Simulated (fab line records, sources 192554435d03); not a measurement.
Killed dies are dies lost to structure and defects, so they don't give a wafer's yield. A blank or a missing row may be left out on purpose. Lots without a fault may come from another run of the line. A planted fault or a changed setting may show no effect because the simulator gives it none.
Split-lot experiment | flow n5_finfet | 7 lots, 39 wafers read, on a route of 1938 steps

THE SPLIT
At N5_BEOL_M14_ILD_DEP_00 (deposits SiO2 from TEOS/O2, target thk 1119.3 nm, time 237.4 s), the setting time_s was moved away from the recipe's 237.4 s on 9 of the 39 wafers read, by -38.8% to +18.6%. The other wafers ran this setting at the recipe's value.

The file shows no step between the split and the reading.

THE READING
M14_ILD_THK, in nm, at N5_BEOL_M14_THK_MEAS_01. Fault-free wafers of this fab line usually give 1110 nm, standard deviation 16 nm.

wafer  | tool, chamber at the split | time_s as run, s | against the recipe | M14_ILD_THK, nm | against lot-mates on the recipe
L075.1 | pecvd-03, 1                | 237.4            | recipe             | 1097            | -
L075.2 | pecvd-03, 0                | 237.4            | recipe             | 1092            | -
L075.3 | pecvd-03, 2                | 237.4            | recipe             | 1101            | -
L075.4 | pecvd-03, 0                | 237.4            | recipe             | 1117            | -
L075.5 | pecvd-03, 2                | 237.4            | recipe             | 1125            | -
L075.6 | pecvd-03, 1                | 237.4            | recipe             | 1119            | -
L082.1 | pecvd-04, 2                | 194.4            | -18.1%             | 889             | -226
L082.2 | pecvd-04, 1                | 194.4            | -18.1%             | 903             | -212
L082.3 | pecvd-04, 0                | 237.4            | recipe             | 1094            | -
L082.4 | pecvd-04, 0                | 237.4            | recipe             | 1108            | -
L082.5 | pecvd-04, 2                | 237.4            | recipe             | 1142            | -
L082.6 | pecvd-04, 1                | 194.4            | -18.1%             | 924             | -191
L084.1 | pecvd-04, 0                | 237.4            | recipe             | 1105            | -
L084.2 | pecvd-04, 2                | 237.4            | recipe             | 1117            | -
L084.3 | pecvd-04, 1                | 237.4            | recipe             | 1126            | -
L084.4 | pecvd-04, 0                | 237.4            | recipe             | 1117            | -
L084.5 | pecvd-04, 2                | 237.4            | recipe             | 1144            | -
L084.6 | pecvd-04, 1                | 237.4            | recipe             | 1127            | -
L085.1 | pecvd-04, 2                | 281.6            | +18.6%             | 1302            | +198
L085.2 | pecvd-04, 0                | 281.6            | +18.6%             | 1284            | +180
L085.3 | pecvd-04, 1                | 237.4            | recipe             | 1090            | -
L085.4 | pecvd-04, 2                | 237.4            | recipe             | 1126            | -
L085.5 | pecvd-04, 1                | 281.6            | +18.6%             | 1324            | +220
L085.6 | pecvd-04, 0                | 237.4            | recipe             | 1097            | -
L092.1 | pecvd-01, 0                | 237.4            | recipe             | 1098            | -
L092.5 | pecvd-01, 1                | 237.4            | recipe             | 1114            | -
L092.6 | pecvd-01, 0                | 237.4            | recipe             | 1125            | -
L076.1 | pecvd-03, 1                | 237.4            | recipe             | 1102            | -
L076.2 | pecvd-03, 2                | 145.3            | -38.8%             | 669             | -432
L076.3 | pecvd-03, 0                | 145.3            | -38.8%             | 663             | -438
L076.4 | pecvd-03, 0                | 237.4            | recipe             | 1092            | -
L076.5 | pecvd-03, 2                | 237.4            | recipe             | 1108            | -
L076.6 | pecvd-03, 1                | 145.3            | -38.8%             | 681             | -420
L096.1 | pecvd-01, 0                | 237.4            | recipe             | 1096            | -
L096.2 | pecvd-01, 2                | 237.4            | recipe             | 1101            | -
L096.3 | pecvd-01, 1                | 237.4            | recipe             | 1099            | -
L096.4 | pecvd-01, 1                | 237.4            | recipe             | 1138            | -
L096.5 | pecvd-01, 0                | 237.4            | recipe             | 1127            | -
L096.6 | pecvd-01, 2                | 237.4            | recipe             | 1121            | -

THE FIT
A straight line over all 39 wafers: M14_ILD_THK changes by +11.2 nm for each +1% of time_s; r = +0.99; the points scatter about the line by 16 nm.
The same after taking each lot's own level away (the mean of its wafers on the recipe; 39 wafers): +11.1 nm for each +1%; r = +0.99; scatter 14 nm.
On that fit, the largest move of time_s shifts the reading by 4.3e+02 nm.
The lots' own levels span 1100.7 to 1122.7 nm, that is 1.4 times the standard deviation above.
So the lot-to-lot level changes the slope little: the two slopes agree.
Check: with one of the wafers moved furthest among these (-38.8%) left out of the fit, the line predicts -430 nm for it against its lot-mates. It came out at -432 nm against them.

OTHER SPLITS ON THESE WAFERS
These wafers also went through other splits before the reading. Each is held against what the fit with the lots' levels taken away leaves over:
other split on the same wafers           | wafers away from the commonest value | r with M14_ILD_THK (lot level and that fit taken away)
N5_ZERO_LAYER_DEVELOP_10 develop_time_s  | 12                                   | -0.11
N5_DUMMY_GATE_ETCH_32 time_s             | 9                                    | -0.20
N5_HKMG_FIN_ETCH_67 target_depth_a       | 18                                   | -0.10
N5_MOL_CONTACT_COAG_CVD_140 target_thk_a | 15                                   | +0.08
N5_BEOL_M9_DESCUM_16 time_s              | 9                                    | +0.06
N5_BEOL_M11_ETCH_41 time_s               | 15                                   | -0.08

THE WHOLE CHAIN: every reading that the file lists as answering this split, in the file's order
step                    | what it does                                                   | reading                                                                             | change (the file's fit)              | r (the file's)
N5_BEOL_M14_ILD_DEP_00  | deposits SiO2 from TEOS/O2, target thk 1119.3 nm, time 237.4 s | SiO2_of_BEOL_M14_ILD_DEP_00.thk_nm (the simulator's own value, which no gauge read) | +11.1 nm for each +1% of the setting | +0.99
N5_BEOL_M14_THK_MEAS_01 |                                                                | M14_ILD_THK                                                                         | +11.1 for each +1% of the setting    | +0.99
N5_BEOL_M14_VIA_ETCH_16 | etches SiO2 in C4F8/O2/Ar, target depth 1231.3 nm              | etch.depth_nm (the simulator's own value, which no gauge read)                      | +11.1 nm for each +1% of the setting | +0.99
N5_BEOL_M14_VIA_ETCH_16 | etches SiO2 in C4F8/O2/Ar, target depth 1231.3 nm              | coat_of_BEOL_M14_COAT_04.thk_nm (the simulator's own value, which no gauge read)    | -2.67 nm for each +1% of the setting | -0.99

THE FILE'S OWN FIT
M14_ILD_THK changes by +11.1 nm for each +1% of time_s, r = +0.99.
